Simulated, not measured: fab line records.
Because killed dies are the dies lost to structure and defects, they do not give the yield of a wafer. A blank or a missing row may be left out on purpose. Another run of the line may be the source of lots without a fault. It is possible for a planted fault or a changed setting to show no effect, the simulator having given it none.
Matching of chambers	flow n5-finfet	uv-cure-02 running N5_BEOL_M5_CURE_80: 3 sister chambers
The step cures SiCOH lowk, time 120 s. 6 wafers are shown with their chamber, then 10 later ones without.

## WAFERS WITH THEIR CHAMBER
wafer	chamber	wafer_temp_C_max	lamp-power-pct (%)
L075.3	2	371.7	52.33
L075.4	2	371.4	52.33
L087.3	1	371.5	52.28
L087.5	1	371.5	52.28
L093.1	0	373.2	52.32
L093.3	0	371.6	52.28

## WAFERS WITH NO CHAMBER GIVEN
wafer	wafer_temp_C_max	lamp-power-pct (%)
L093.5	371.2	52.30
L091.1	372.3	52.39
L091.4	372.0	52.35
L091.6	372.2	52.24
L096.1	372.2	52.30
L096.2	373.0	52.29
L096.3	371.8	52.25
L094.1	371.4	52.24
L094.4	372.0	52.31
L094.5	371.6	52.24

## THE CHAMBER EACH PASSED THROUGH
wafer	from the rows above	in truth
L093.5	can't be placed: 1 or 0 or 2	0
L091.1	can't be placed: 2 or 0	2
L091.4	can't be placed: 2 or 0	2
L091.6	can't be placed: 1 or 0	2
L096.1	can't be placed: 0 or 1 or 2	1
L096.2	can't be placed: 0 or 1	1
L096.3	can't be placed: 1 or 0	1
L094.1	can't be placed: 1 or 0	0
L094.4	can't be placed: 0 or 2 or 1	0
L094.5	can't be placed: 1 or 0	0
Correct placement for 0 of the 10. Cannot be placed on the basis of these rows: 10; the candidates contain the true chamber in 9. Number placed wrongly: 0.
How it was worked out, from the rows above alone: a wafer's distance from a chamber is the root of the sum, over the readings, of the square of ((its reading less the chamber's mean) divided by the reading's scatter). If the next closest chamber is less than 2 further off than the closest, the wafer can't be placed; otherwise it belongs to the closest. The mean given for a chamber averages the wafers shown for that chamber. The scatter is the square root of a quotient: the sum, over the shown wafers, of each reading's squared deviation from its chamber's mean, divided by wafers minus chambers.
